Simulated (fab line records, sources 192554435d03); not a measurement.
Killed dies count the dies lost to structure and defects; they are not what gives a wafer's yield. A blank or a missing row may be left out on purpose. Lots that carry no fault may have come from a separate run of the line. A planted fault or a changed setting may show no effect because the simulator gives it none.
Chamber matching / flow n5Finfet / N5_FIN_SAQP_PECVD_47 on pecvd-01 has 3 sister chambers
The step deposits a-Si from SiH4/He, target thk 45 nm, time 36.3 s. 6 wafers are shown with their chamber, then 7 later ones without.

## WAFERS PAIRED WITH THEIR CHAMBERS
wafer=L583.3; chamber=0; showerheadVppV (V)=639; heaterPowerW (W)=756
wafer=L584.1; chamber=0; showerheadVppV (V)=658; heaterPowerW (W)=749
wafer=L584.2; chamber=1; showerheadVppV (V)=631; heaterPowerW (W)=668
wafer=L584.5; chamber=2; showerheadVppV (V)=614; heaterPowerW (W)=657
wafer=L586.1; chamber=2; showerheadVppV (V)=613; heaterPowerW (W)=637
wafer=L586.2; chamber=1; showerheadVppV (V)=630; heaterPowerW (W)=660

## WAFERS WHOSE CHAMBER IS MISSING
wafer=L586.5; showerheadVppV (V)=650; heaterPowerW (W)=708
wafer=L588.2; showerheadVppV (V)=611; heaterPowerW (W)=681
wafer=L588.4; showerheadVppV (V)=618; heaterPowerW (W)=650
wafer=L588.6; showerheadVppV (V)=630; heaterPowerW (W)=706
wafer=L590.1; showerheadVppV (V)=641; heaterPowerW (W)=745
wafer=L590.2; showerheadVppV (V)=616; heaterPowerW (W)=670
wafer=L590.4; showerheadVppV (V)=637; heaterPowerW (W)=746

## THE CHAMBER EACH PASSED THROUGH
wafer=L586.5; from the rows above=can't be placed: 0 or 1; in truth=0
wafer=L588.2; from the rows above=can't be placed: 1 or 2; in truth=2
wafer=L588.4; from the rows above=can't be placed: 2 or 1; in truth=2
wafer=L588.6; from the rows above=can't be placed: 1 or 0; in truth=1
wafer=L590.1; from the rows above=0; in truth=0
wafer=L590.2; from the rows above=can't be placed: 1 or 2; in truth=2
wafer=L590.4; from the rows above=0; in truth=0
Correct placement for 2 of the 7. Can't be placed from these rows: 5 (the true chamber is among the candidates in 5). 0 placed wrongly.
How it was worked out, from the rows above alone: a wafer's distance from a chamber is the root of the sum, over the readings, of the square of ((its reading less the chamber's mean) divided by the reading's scatter). The wafer belongs to the nearest chamber; if the next one is less than 2 further off, it can't be placed. The mean given for a chamber averages the wafers shown for that chamber. The scatter: the root of (the sum of the squares of (reading less its chamber's mean) over the shown wafers, divided by (wafers less chambers)).
